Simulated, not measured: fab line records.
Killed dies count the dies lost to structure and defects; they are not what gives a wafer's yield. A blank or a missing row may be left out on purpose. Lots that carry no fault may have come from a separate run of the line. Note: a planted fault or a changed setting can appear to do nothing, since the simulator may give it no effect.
fab line records ; flow nandHarc
record lots=11; wafers=33; lastDay=30
route steps=1302 shown A_CONTACT@1056
lots untouched by any fault: they come from a run of this same line in which no faults occurred
startH: hours from the record's first day to the start of the lot's first wafer shown ; waitH: hours elapsed since this lot's preceding step ; " unchanged from the row above ; L1.1+2: several wafers, shown together as one row ; - no value, or no start given ; * or withheld: withheld ; < > ~ a bound
route shown NAME@n: names a module that has steps shown in the file, with the first one's number in the route ; usual: mean/standard deviation of fault-free wafers ; same: alike in all rows ; chamber/n: place in a boat ; sites: per-site readings ; _std_site: their standard deviation ; _edge_site: mean of outer sites minus mean of inner sites ; radiusMm: how far each site lies from the wafer's centre ; mask NAME#n: copy n ; behind: the tool/chamber that last shaped the wafer ; hold: cause of the lot's hold/its duration in hours/its outcome ; device: which transistor (n, p or np) failed to switch ; end of line: tests of these same wafers at the route's end ; a step without rows: its recipe alone ; killed: at the first sort, the dies lost to defects and structure; wafer yield is something else ; map: a wafer's dies, x killed, . not, _ none there
set.NAME: the setting as run; set.NAME@STEP: as run at that earlier step ; model.NAME: the simulator's own value behind a step, which no gauge read
one table for each step of the route and one row for each wafer, over a sample of lots
services: from which hour (startH, from the record's first day; less than 0 if before it) a tool's chamber was out of use, for how many hours, and why
## steps
# step NHARC_A_CONTACT_ETCH_133
# recipe sourceW=withheld; pressureMtorr=20; biasV=400; timeS=374; targetDepthA=16100; arFlowSccm=withheld; c4f8FlowSccm=11.5; o2FlowSccm=7.2; chemistry=C4F8/O2/Ar
# usual chamberPressureMTorr=19.999/0.02
lot.wafer;tool;chamber;startH;waitH;chamberPressureMTorr;rfHoursCounterH
L313.2;harCapEtch-01;1;518.06;0.2;20.017;1
L313.3;harCapEtch-01;0;518.06;0.2;19.967;-
L313.4;harCapEtch-01;1;518.06;0.2;20.049;-
L317.1;harCapEtch-02;1;543.12;0.1;20.002;94
L317.2;harCapEtch-02;0;543.12;0.1;19.994;94
L317.5;harCapEtch-02;1;543.12;0.1;20.010;-
L319.1;harCapEtch-03;1;566.77;0.2;19.955;58
L319.3;harCapEtch-03;1;566.77;0.2;19.993;-
L319.6;harCapEtch-03;0;566.77;0.2;19.998;-
L320.1;harCapEtch-03;1;598.22;0.2;20.024;62
L320.3;harCapEtch-03;1;598.22;0.2;19.985;-
L320.5;harCapEtch-03;1;598.22;0.2;19.979;-
L322.3;harCapEtch-02;1;601.59;0.3;19.990;-
L322.6;harCapEtch-02;0;601.59;0.3;20.026;-
L322.5;harCapEtch-02;1;601.59;0.3;19.976;-
L321.1;harCapEtch-03;1;604.67;0.1;20.015;64
L321.2;harCapEtch-03;0;604.67;0.1;19.986;64
L321.5;harCapEtch-03;0;604.67;0.1;19.998;-
L324.2;harCapEtch-02;1;633.57;0.1;20.019;108
L324.3;harCapEtch-02;0;633.57;0.1;19.996;-
L324.6;harCapEtch-02;1;633.57;0.1;19.983;-
L327.1;harCapEtch-01;0;640.95;0.2;20.035;22
L327.4;harCapEtch-01;1;640.95;0.2;20.014;-
L327.3;harCapEtch-01;0;640.95;0.2;20.004;-
L325.1;harCapEtch-03;1;641.29;0.1;19.994;71
L325.5;harCapEtch-03;1;641.29;0.1;20.036;-
L325.6;harCapEtch-03;0;641.29;0.1;19.972;-
L326.4;harCapEtch-02;1;655.51;0.3;20.011;-
L326.5;harCapEtch-02;0;655.51;0.3;20.002;-
L326.6;harCapEtch-02;1;655.51;0.3;19.981;-
L328.2;harCapEtch-03;1;657.84;0.2;19.981;75
L328.3;harCapEtch-03;0;657.84;0.2;19.974;-
L328.6;harCapEtch-03;0;657.84;0.2;19.993;-
# step NHARC_A_CONTACT_ETCH_97
# recipe targetDepthA=200; overEtchFrac=0.5; timeS=10; ionEnergyEv=250; c4f6FlowSccm=25; o2FlowSccm=20; arFlowSccm=500; rfW=600; biasW=500; chemistry=C4F6/O2
# usual chamberPressureMTorr=30.003/0.025; drypumpMotorCurrentA=5.7/0.46; oesProductAu=0.963/0.026; rfVppV=546/3.2; showerheadPlenumPTorr=3.89/0.15; throttleValvePct=26.902/0.0099
lot.wafer;tool;chamber;startH;waitH;chamberPressureMTorr;drypumpMotorCurrentA;oesProductAu;rfHoursCounterH;rfVppV;showerheadPlenumPTorr;throttleValvePct
L313.3;rieDiel-11;0;-;-;30.020;6.0;1.007;23;553;4.14;26.891
L313.4;rieDiel-11;1;-;-;30.020;6.3;0.992;23;546;3.87;26.898
L313.2;rieDiel-11;2;-;-;30.015;5.3;1.000;21;543;3.78;26.907
L317.1;rieDiel-04;3;-;-;29.988;5.7;0.994;0;546;3.89;26.911
L317.2;rieDiel-04;0;-;-;30.002;5.5;0.998;0;545;3.82;26.912
L317.5;rieDiel-04;1;-;-;29.998;5.2;0.990;-;542;3.72;26.906
L319.1;rieDiel-04;2;-;-;29.999;5.7;0.964;4;547;3.88;26.903
L319.3;rieDiel-04;3;-;-;30.047;5.7;0.950;4;547;3.89;26.897
L319.6;rieDiel-04;2;-;-;30.012;5.7;0.962;-;546;3.88;26.897
L320.3;rieDiel-04;1;-;-;30.004;5.2;0.933;10;544;3.71;26.900
L320.1;rieDiel-04;2;-;-;29.993;5.7;0.949;9;546;3.87;26.893
L320.5;rieDiel-04;2;-;-;29.973;5.7;0.953;-;545;3.87;26.904
L322.3;rieDiel-11;2;-;-;30.027;5.3;1.020;53;545;3.76;26.916
L322.5;rieDiel-11;0;-;-;30.000;6.0;1.007;-;551;4.12;26.909
L322.6;rieDiel-11;1;-;-;29.971;6.3;0.982;-;546;3.85;26.913
L321.1;rieDiel-11;2;-;-;29.958;5.3;0.965;54;542;3.76;26.898
L321.2;rieDiel-11;3;-;-;30.017;6.2;0.935;57;550;4.16;26.903
L321.5;rieDiel-11;2;-;-;29.978;5.3;0.964;-;544;3.76;26.910
L324.2;rieDiel-04;3;-;-;29.994;5.7;1.003;15;546;3.89;26.911
L324.3;rieDiel-04;2;-;-;29.976;5.7;1.008;14;546;3.87;26.897
L324.6;rieDiel-04;0;-;-;30.003;5.5;0.984;-;545;3.82;26.921
L327.3;rieDiel-04;0;-;-;29.973;5.5;0.963;15;544;3.82;26.924
L327.4;rieDiel-04;1;-;-;29.971;5.2;0.940;14;542;3.71;26.915
L327.1;rieDiel-04;2;-;-;29.992;5.7;0.953;15;546;3.87;26.898
L325.1;rieDiel-04;1;-;-;30.018;5.2;0.968;14;542;3.71;26.881
L325.6;rieDiel-04;1;-;-;30.023;5.2;0.966;-;540;3.71;26.898
L325.5;rieDiel-04;2;-;-;29.973;5.7;0.966;-;545;3.87;26.914
L326.4;rieDiel-13;1;-;-;30.015;4.8;0.945;38;544;3.78;26.903
L326.6;rieDiel-13;2;-;-;29.997;5.6;0.938;-;543;3.74;26.908
L326.5;rieDiel-13;3;-;-;30.028;5.3;0.934;-;551;4.15;26.917
L328.2;rieDiel-04;0;-;-;30.035;5.5;0.933;17;546;3.81;26.906
L328.3;rieDiel-04;2;-;-;30.036;5.7;0.956;18;547;3.87;26.895
L328.6;rieDiel-04;3;-;-;29.977;5.7;0.939;-;547;3.88;26.907
# step NHARC_A_CONTACT_ETCH_110
# recipe targetDepthA=600; overetchA=60; timeS=33; ionEnergyEv=100; cf4FlowSccm=80; o2FlowSccm=20; arFlowSccm=0; rfW=300; biasW=100; chemistry=CF4/O2
# usual chamberPressureMTorr=29.999/0.026; drypumpMotorCurrentA=5.6/0.37; oesProductAu=1.000/0.0089; rfVppV=197.3/1.1; showerheadPlenumPTorr=1.31/0.045; throttleValvePct=13.396/0.0091
lot.wafer;tool;chamber;startH;waitH;chamberPressureMTorr;drypumpMotorCurrentA;oesProductAu;rfHoursCounterH;rfVppV;showerheadPlenumPTorr;throttleValvePct
L313.3;rieDiel-04;3;527.75;0.1;29.977;5.7;0.993;28;196.9;1.33;13.398
L313.2;rieDiel-04;0;527.75;0.1;29.991;5.5;1.008;30;197.9;1.30;13.377
L313.4;rieDiel-04;3;527.75;0.1;29.971;5.7;0.999;-;197.7;1.32;13.419
L317.2;rieDiel-04;0;556.06;0.1;30.024;5.4;0.992;3;196.8;1.30;13.380
L317.1;rieDiel-04;2;556.06;0.1;30.067;5.7;1.016;2;198.0;1.32;13.395
L317.5;rieDiel-04;0;556.06;0.1;30.012;5.4;0.998;-;197.0;1.30;13.395
L319.1;rieDiel-13;3;575.03;0.1;29.976;5.2;0.982;19;198.7;1.43;13.395
L319.3;rieDiel-13;1;575.03;0.1;30.034;4.8;0.995;15;196.8;1.29;13.384
L319.6;rieDiel-13;3;575.03;0.1;30.028;5.2;0.995;-;200.0;1.43;13.394
L320.1;rieDiel-04;0;607.85;0.1;30.031;5.4;0.994;11;197.0;1.30;13.406
L320.3;rieDiel-04;1;607.85;0.1;30.019;5.2;0.983;11;196.2;1.26;13.391
L320.5;rieDiel-04;0;607.85;0.1;29.984;5.4;0.989;-;195.7;1.30;13.403
L322.3;rieDiel-04;0;609.36;0.1;30.016;5.5;0.994;11;197.1;1.30;13.404
L322.6;rieDiel-04;2;609.36;0.1;30.003;5.7;1.020;-;197.6;1.32;13.409
L322.5;rieDiel-04;3;609.36;0.1;29.989;5.7;1.004;-;197.6;1.32;13.401
L321.1;rieDiel-04;1;613.84;0.1;30.000;5.2;0.988;11;196.4;1.26;13.399
L321.2;rieDiel-04;2;613.84;0.1;29.988;5.7;1.014;11;196.4;1.32;13.415
L321.5;rieDiel-04;1;613.84;0.1;30.006;5.2;1.001;-;197.2;1.26;13.397
L324.3;rieDiel-04;0;643.48;0.1;29.976;5.5;0.984;15;197.5;1.30;13.398
L324.2;rieDiel-04;2;643.48;0.1;29.988;5.7;1.004;15;197.9;1.32;13.393
L324.6;rieDiel-04;1;643.48;0.1;30.027;5.2;1.001;-;198.0;1.26;13.415
L327.4;rieDiel-04;0;649.32;0.1;29.970;5.5;1.005;16;197.4;1.29;13.405
L327.3;rieDiel-04;1;649.32;0.1;30.017;5.2;1.001;16;195.2;1.26;13.396
L327.1;rieDiel-04;3;649.32;0.1;30.048;5.7;1.004;18;197.5;1.32;13.405
L325.1;rieDiel-04;1;651.73;0.1;29.997;5.2;0.996;16;196.1;1.26;13.395
L325.6;rieDiel-04;1;651.73;0.1;30.035;5.2;1.004;-;196.5;1.26;13.385
L325.5;rieDiel-04;2;651.73;0.1;29.991;5.7;1.010;-;196.8;1.31;13.398
L326.4;rieDiel-04;1;664.37;0.1;29.971;5.2;1.001;18;195.6;1.26;13.385
L326.6;rieDiel-04;0;664.37;0.1;29.970;5.4;1.006;-;197.7;1.30;13.399
L326.5;rieDiel-04;1;664.37;0.1;30.054;5.2;1.005;-;196.3;1.26;13.396
L328.3;rieDiel-13;0;667.08;0.1;30.045;6.5;0.997;46;197.3;1.29;13.399
L328.2;rieDiel-13;1;667.08;0.1;30.042;4.8;0.999;42;195.9;1.28;13.395
L328.6;rieDiel-13;0;667.08;0.1;29.957;6.5;0.999;-;196.9;1.29;13.393
# step NHARC_A_CONTACT_CVD_19
# recipe targetThkA=3000; tempC=300; pressureTorr=40; wf6FlowSccm=40; h2FlowSccm=1600; arFlowSccm=1560; timeS=802; material=W
# usual heaterPowerW=492/24; throttleValvePct=7.92/0.28
lot.wafer;tool;chamber;startH;waitH;heaterPowerW;throttleValvePct
L313.2;cvdW-01;0;528.78;-;448;7.59
L313.3;cvdW-01;1;528.78;-;517;8.40
L313.4;cvdW-01;0;528.78;-;441;7.74
L317.1;cvdW-02;0;556.91;-;503;8.05
L317.2;cvdW-02;1;556.91;-;511;8.05
L317.5;cvdW-02;1;556.91;-;522;8.09
L319.1;cvdW-01;1;575.99;-;510;8.18
L319.3;cvdW-01;0;575.99;-;428;7.85
L319.6;cvdW-01;1;575.99;-;512;8.33
L320.1;cvdW-02;1;608.82;-;513;7.73
L320.3;cvdW-02;0;608.82;-;497;8.46
L320.5;cvdW-02;1;608.82;-;508;8.09
L322.3;cvdW-02;1;610.49;-;516;7.84
L322.6;cvdW-02;1;610.49;-;523;7.91
L322.5;cvdW-02;0;610.49;-;498;8.16
L321.2;cvdW-01;0;614.72;-;455;7.71
L321.1;cvdW-01;1;614.72;-;506;8.68
L321.5;cvdW-01;0;614.72;-;453;7.70
L324.2;cvdW-02;0;644.45;-;471;7.71
L324.3;cvdW-02;0;644.45;-;469;8.01
L324.6;cvdW-02;1;644.45;-;511;7.53
L327.1;cvdW-02;1;650.29;-;513;7.52
L327.4;cvdW-02;0;650.29;-;468;7.95
L327.3;cvdW-02;1;650.29;-;510;7.71
L325.1;cvdW-02;1;652.58;-;502;7.51
L325.6;cvdW-02;1;652.58;-;503;7.58
L325.5;cvdW-02;0;652.58;-;476;8.06
L326.4;cvdW-01;0;665.46;-;443;7.76
L326.6;cvdW-01;0;665.46;-;446;7.85
L326.5;cvdW-01;1;665.46;-;525;8.73
L328.2;cvdW-02;1;668.06;-;503;7.57
L328.3;cvdW-02;1;668.06;-;503;7.80
L328.6;cvdW-02;0;668.06;-;465;8.14
# step NHARC_A_CONTACT_CMP_20
# recipe tOverpolishS=30; targetThkNm=300
# usual motorCurrentA=12.2/1.2; overpolishRunS=29.999/0.0097; timeToEndpointS=60.5/2.9
lot.wafer;tool;chamber;startH;waitH;motorCurrentA;overpolishRunS;timeToEndpointS
L313.3;cmp-01;1;529.53;0.5;12.4;30.006;60.7
L313.2;cmp-01;2;529.53;0.5;11.8;29.989;62.3
L313.4;cmp-01;0;529.53;0.5;13.1;30.001;57.3
L317.2;cmp-03;3;557.82;0.7;13.1;29.999;59.4
L317.1;cmp-03;0;557.82;0.7;13.1;29.992;67.6
L317.5;cmp-03;3;557.82;0.7;13.1;30.000;59.0
L319.1;cmp-01;0;576.76;0.7;13.4;29.995;56.7
L319.3;cmp-01;2;576.76;0.7;11.9;29.995;61.4
L319.6;cmp-01;3;576.76;0.7;10.2;30.003;61.3
L320.3;cmp-03;0;609.60;0.5;13.3;30.007;67.5
L320.1;cmp-03;2;609.60;0.5;11.6;29.998;62.2
L320.5;cmp-03;0;609.60;0.5;13.5;30.015;62.1
L322.3;cmp-01;1;611.12;0.5;12.3;30.002;60.1
L322.5;cmp-01;1;611.12;0.5;12.3;30.007;61.2
L322.6;cmp-01;2;611.12;0.5;12.2;29.985;58.0
L321.1;cmp-01;1;615.62;0.6;12.4;29.986;60.6
L321.2;cmp-01;3;615.62;0.6;10.1;30.006;61.6
L321.5;cmp-01;2;615.62;0.6;11.7;30.006;59.6
L324.2;cmp-04;3;645.23;0.7;13.9;29.997;62.5
L324.3;cmp-04;1;645.23;0.7;10.8;30.003;61.5
L324.6;cmp-04;2;645.23;0.7;11.5;30.004;61.0
L327.4;cmp-04;2;651.06;0.5;11.4;30.015;57.0
L327.3;cmp-04;0;651.06;0.5;12.3;29.999;60.0
L327.1;cmp-04;1;651.06;0.5;10.7;30.005;59.8
L325.1;cmp-03;2;653.58;0.9;12.2;30.000;63.1
L325.5;cmp-03;3;653.58;0.9;12.9;30.013;26.6
L325.6;cmp-03;0;653.58;0.9;13.6;29.993;64.6
L326.4;cmp-03;0;666.13;0.5;13.9;30.001;62.1
L326.6;cmp-03;3;666.13;0.5;12.9;29.998;60.5
L326.5;cmp-03;0;666.13;0.5;12.9;30.003;61.1
L328.3;cmp-01;0;668.81;0.4;13.9;29.987;55.9
L328.2;cmp-01;2;668.81;0.4;12.3;30.007;58.9
L328.6;cmp-01;1;668.81;0.4;12.6;30.000;19.7
## services
tool;chamber;startH;hours;kind
cmp-03;-;495.54;4.0;pm
rieDiel-04;3;496.33;4.9;repair
cvdW-02;-;507.24;1.3;repair
rieDiel-04;-;516.83;0.2;repair
rieDiel-13;-;520.02;9.0;pm
cmp-03;-;521.84;0.3;repair
cvdW-01;1;531.97;43.4;repair
rieDiel-04;-;532.07;9.0;pm
harCapEtch-02;-;544.62;0.4;repair
rieDiel-11;0;544.89;2.9;repair
cvdW-01;-;547.42;13.0;pm
cmp-01;-;558.34;4.3;repair
cmp-01;-;580.32;4.0;pm
harCapEtch-03;-;586.65;1.4;repair
rieDiel-04;0;592.26;5.9;repair
cmp-03;-;593.61;4.0;pm
cmp-01;-;604.33;1.1;repair
rieDiel-04;-;606.46;0.9;repair
rieDiel-11;-;609.72;9.0;pm
cmp-01;-;613.87;1.1;repair
cvdW-02;-;631.00;13.0;pm
rieDiel-13;2;637.12;12.7;repair
cmp-01;-;640.45;4.2;repair
cvdW-02;0;662.82;2.4;repair
## key
firstSign step=NHARC_A_CONTACT_CMP_20; reading=timeToEndpointS; direction=down; sigmas=13; usual=*; struck=*
effect none on later readings
metAt NHARC_A_CONTACT_CVD_19
struckLots L325,L328
struckWafers L325.5,L328.6
testerLeftOut L325,L328
notActingAt NHARC_A_CONTACT_ETCH_133,NHARC_A_CONTACT_ETCH_97,NHARC_A_CONTACT_ETCH_110
onsetBetween 650.29 652.58
fault kind=processParameterDrift; tool=cvdW-02; chamber=0; onsetH=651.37; steps=NHARC_A_CONTACT_CVD_19; channel=targetThkA; offset=*; shape=step; endH=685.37; actsIn=*; stated=*
# testerLeftOut: of these lots the tester's yield and bins aren't shown, on N5 and GAA mostly nor the transistor test; their killed dies are dies lost to structure and defects alone, not to doping, threshold or leakage, so they don't give the yield
